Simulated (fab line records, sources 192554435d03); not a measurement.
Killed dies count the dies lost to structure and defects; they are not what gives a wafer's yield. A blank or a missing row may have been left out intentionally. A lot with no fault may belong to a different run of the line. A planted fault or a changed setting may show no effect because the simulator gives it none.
Matching of chambers || flow n5-finfet || N5_BEOL_M0_DEP_125 on pecvd-02 has 3 sister chambers
The step deposits SiCN from 3MS/NH3, target thk 8 nm, time 14 s. 3 wafers are shown with their chamber, then 9 later ones without.

WAFERS PAIRED WITH THEIR CHAMBERS
{"wafer": "L084.6", "chamber": 2, "throttle-valve-pct (%)": 8.3}
{"wafer": "L086.5", "chamber": 1, "throttle-valve-pct (%)": 9.7}
{"wafer": "L086.6", "chamber": 0, "throttle-valve-pct (%)": 9.7}

WAFERS WITHOUT THEIR CHAMBER
{"wafer": "L088.2", "throttle-valve-pct (%)": 9.5}
{"wafer": "L088.5", "throttle-valve-pct (%)": 9.5}
{"wafer": "L088.6", "throttle-valve-pct (%)": 10.0}
{"wafer": "L091.1", "throttle-valve-pct (%)": 9.8}
{"wafer": "L091.2", "throttle-valve-pct (%)": 8.4}
{"wafer": "L091.3", "throttle-valve-pct (%)": 9.7}
{"wafer": "L096.1", "throttle-valve-pct (%)": 10.0}
{"wafer": "L096.3", "throttle-valve-pct (%)": 8.3}
{"wafer": "L096.6", "throttle-valve-pct (%)": 10.1}

CHAMBER TAKEN BY EACH
{"wafer": "L088.2", "from the rows above": "can't be placed: 0 or 1", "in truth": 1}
{"wafer": "L088.5", "from the rows above": "can't be placed: 0 or 1", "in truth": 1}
{"wafer": "L088.6", "from the rows above": "can't be placed: 0 or 1", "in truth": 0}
{"wafer": "L091.1", "from the rows above": "can't be placed: 0 or 1", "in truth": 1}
{"wafer": "L091.2", "from the rows above": 2, "in truth": 2}
{"wafer": "L091.3", "from the rows above": "can't be placed: 0 or 1", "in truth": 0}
{"wafer": "L096.1", "from the rows above": "can't be placed: 0 or 1", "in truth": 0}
{"wafer": "L096.3", "from the rows above": 2, "in truth": 2}
{"wafer": "L096.6", "from the rows above": "can't be placed: 0 or 1", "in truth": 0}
Correct placement for 2 of the 9. Unplaceable from these rows: 7, with the true chamber sitting among the candidates in 7. Number placed wrongly: 0.
How it was worked out, from the rows above alone: a wafer's distance from a chamber is the root of the sum, over the readings, of the square of ((its reading less the chamber's mean) divided by the reading's scatter). If the next closest chamber is less than 2 further off than the closest, the wafer can't be placed; otherwise it belongs to the closest. The mean given for a chamber averages the wafers shown for that chamber. The scatter: with one shown wafer a chamber, the root of the mean of the squares of how far each hidden wafer lies from its nearest shown one.
